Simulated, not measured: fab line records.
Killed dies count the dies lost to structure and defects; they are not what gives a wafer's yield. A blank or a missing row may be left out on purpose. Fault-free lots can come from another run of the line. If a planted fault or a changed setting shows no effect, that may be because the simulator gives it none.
Chamber matching :: flow nand harc :: rie diel-09 running NHARC_A_SGD_CUT_ETCH_58: 4 sister chambers
The step etches the open film in CF4, target depth 39 nm, time 65 s. 4 wafers are shown with their chamber, then 12 later ones without.

WAFERS, EACH WITH ITS CHAMBER
wafer: L090.2
chamber: 3
drypump motor current A (A): 5.9

wafer: L090.4
chamber: 2
drypump motor current A (A): 6.3

wafer: L089.2
chamber: 0
drypump motor current A (A): 5.9

wafer: L089.5
chamber: 1
drypump motor current A (A): 6.7

WAFERS WITH NO CHAMBER GIVEN
wafer: L093.3
drypump motor current A (A): 5.9

wafer: L093.5
drypump motor current A (A): 6.3

wafer: L093.6
drypump motor current A (A): 6.7

wafer: L096.1
drypump motor current A (A): 6.7

wafer: L096.3
drypump motor current A (A): 6.0

wafer: L096.4
drypump motor current A (A): 5.9

wafer: L095.2
drypump motor current A (A): 5.9

wafer: L095.4
drypump motor current A (A): 6.7

wafer: L095.5
drypump motor current A (A): 5.9

wafer: L097.3
drypump motor current A (A): 5.9

wafer: L097.4
drypump motor current A (A): 6.7

wafer: L097.6
drypump motor current A (A): 6.3

WHICH CHAMBER EACH WENT THROUGH
wafer: L093.3
from the rows above: can't be placed: 0 or 3
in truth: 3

wafer: L093.5
from the rows above: 2
in truth: 2

wafer: L093.6
from the rows above: 1
in truth: 1

wafer: L096.1
from the rows above: 1
in truth: 1

wafer: L096.3
from the rows above: can't be placed: 0 or 3
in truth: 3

wafer: L096.4
from the rows above: can't be placed: 0 or 3
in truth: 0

wafer: L095.2
from the rows above: can't be placed: 0 or 3
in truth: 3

wafer: L095.4
from the rows above: 1
in truth: 1

wafer: L095.5
from the rows above: can't be placed: 0 or 3
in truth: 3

wafer: L097.3
from the rows above: can't be placed: 0 or 3
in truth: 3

wafer: L097.4
from the rows above: 1
in truth: 1

wafer: L097.6
from the rows above: 2
in truth: 2
Placed correctly: 6 of 12. Unplaceable from these rows: 6, with the true chamber sitting among the candidates in 6. Wrongly placed: 0.
How it was worked out, from the rows above alone: a wafer's distance from a chamber is the root of the sum, over the readings, of the square of ((its reading less the chamber's mean) divided by the reading's scatter). The wafer belongs to the nearest chamber; if the next one is less than 2 further off, it can't be placed. A chamber's mean is the mean of its shown wafers. The scatter: root of mean squared gap, hidden wafer to nearest shown wafer, with one shown wafer a chamber.
